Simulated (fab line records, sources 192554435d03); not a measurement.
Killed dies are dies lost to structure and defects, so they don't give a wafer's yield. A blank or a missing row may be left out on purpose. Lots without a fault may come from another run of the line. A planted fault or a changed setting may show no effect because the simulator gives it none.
Split-lot experiment | flow n5_finfet | 7 lots, 21 wafers read, on a route of 1938 steps

THE SPLIT
At N5_SD_EPI_N_DESCUM_14 (chemistry O2, time 7.9 s), the setting time_s was moved away from the recipe's 7.9 s on 10 of the 21 wafers read, by -17.0% to +20.0%. The other wafers ran this setting at the recipe's value.

The reading is taken at the split's own step.

THE READING
CAR-ArF-block_of_SD_EPI_N_COAT_03.thk_nm (the simulator's own value, which no gauge read), in nm, at N5_SD_EPI_N_DESCUM_14 (chemistry O2, time 7.9 s). The file gives no usual value for it. The 11 wafers here that ran the recipe average 143.8 nm, standard deviation 0.46 nm.

wafer  | tool, chamber at the split | time_s as run, s | against the recipe | CAR-ArF-block_of_SD_EPI_N_COAT_03.thk_nm, nm | against lot-mates on the recipe
L074.2 | rie_diel-05, 0             | 7.9              | recipe             | 143                                          | -
L074.4 | rie_diel-05, 3             | 7.9              | recipe             | 143.2                                        | -
L074.6 | rie_diel-05, 0             | 7.9              | recipe             | 143.4                                        | -
L077.3 | rie_diel-02, 0             | 8.564            | +8.4%              | 143.6                                        | -0.8
L077.4 | rie_diel-02, 3             | 7.9              | recipe             | 144.4                                        | -
L077.6 | rie_diel-02, 3             | 8.564            | +8.4%              | 143.8                                        | -0.6
L078.3 | rie_diel-05, 0             | 8.89             | +12.5%             | 142.8                                        | -0.6
L078.5 | rie_diel-05, 0             | 8.89             | +12.5%             | 142.8                                        | -0.6
L078.6 | rie_diel-05, 3             | 7.9              | recipe             | 143.4                                        | -
L079.2 | rie_diel-02, 0             | 7.9              | recipe             | 143.8                                        | -
L079.5 | rie_diel-02, 0             | 6.825            | -13.6%             | 144.2                                        | +0.4
L079.6 | rie_diel-02, 1             | 6.825            | -13.6%             | 144                                          | +0.2
L082.2 | rie_diel-05, 2             | 7.9              | recipe             | 144.2                                        | -
L082.4 | rie_diel-05, 3             | 7.9              | recipe             | 144.4                                        | -
L082.6 | rie_diel-05, 1             | 6.557            | -17.0%             | 145                                          | +0.7
L094.3 | rie_diel-06, 3,2           | 7.9              | recipe             | 144                                          | -
L094.6 | rie_diel-06, 3,2           | 7.9              | recipe             | 144                                          | -
L094.4 | rie_diel-06, 1             | 7.392            | -6.4%              | 143.8                                        | -0.2
L096.1 | rie_diel-05, 0             | 7.9              | recipe             | 144                                          | -
L096.2 | rie_diel-05, 2             | 9.477            | +20.0%             | 142.6                                        | -1.4
L096.6 | rie_diel-05, 3             | 9.477            | +20.0%             | 142.8                                        | -1.2
Where a row lists several chambers, the file gives one row for several wafers and doesn't say which wafer went through which chamber.

THE FIT
A straight line over all 21 wafers: CAR-ArF-block_of_SD_EPI_N_COAT_03.thk_nm changes by -0.05 nm for each +1% of time_s; r = -0.77; the points scatter about the line by 0.42 nm.
The same after taking each lot's own level away (the mean of its wafers on the recipe; 21 wafers): -0.0479 nm for each +1%; r = -0.92; scatter 0.2 nm.
On that fit, the largest move of time_s shifts the reading by 0.96 nm.
The lots' own levels span 143.20 to 144.40 nm, that is 2.6 times the standard deviation above.
So the lot-to-lot level blurs the effect unless lot-mates are compared.
Check: with one of the wafers moved furthest among these (+20.0%) left out of the fit, the line predicts -0.987 nm for it against its lot-mates. It came out at -1.4 nm against them.

OTHER SPLITS ON THESE WAFERS
These wafers also went through other splits before the reading. Each is held against what the fit with the lots' levels taken away leaves over:
other split on the same wafers            | wafers away from the commonest value | r with CAR-ArF-block_of_SD_EPI_N_COAT_03.thk_nm (lot level and that fit taken away)
N5_WELL_APT_EXPOSE_22 dose_mj             | 5                                    | +0.15
N5_WELL_APT_DEVELOP_24 develop_time_s     | 9                                    | -0.05
N5_PMOS_HMC_CHANNEL_EPI_HM_DEP_34 time_s  | 6                                    | +0.21
N5_PMOS_HMC_CHANNEL_EPI_EXPOSE_06 dose_mj | 7                                    | -0.11
N5_DUMMY_GATE_HM_DEP_06 time_s            | 12                                   | -0.14
N5_DUMMY_GATE_COAT_28 spin_rpm            | 9                                    | -0.04
N5_SD_EPI_N_COAT_33 spin_rpm              | 8                                    | +0.00

THE FILE'S OWN FIT
CAR-ArF-block_of_SD_EPI_N_COAT_03.thk_nm changes by -0.0473 nm for each +1% of time_s, r = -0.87.
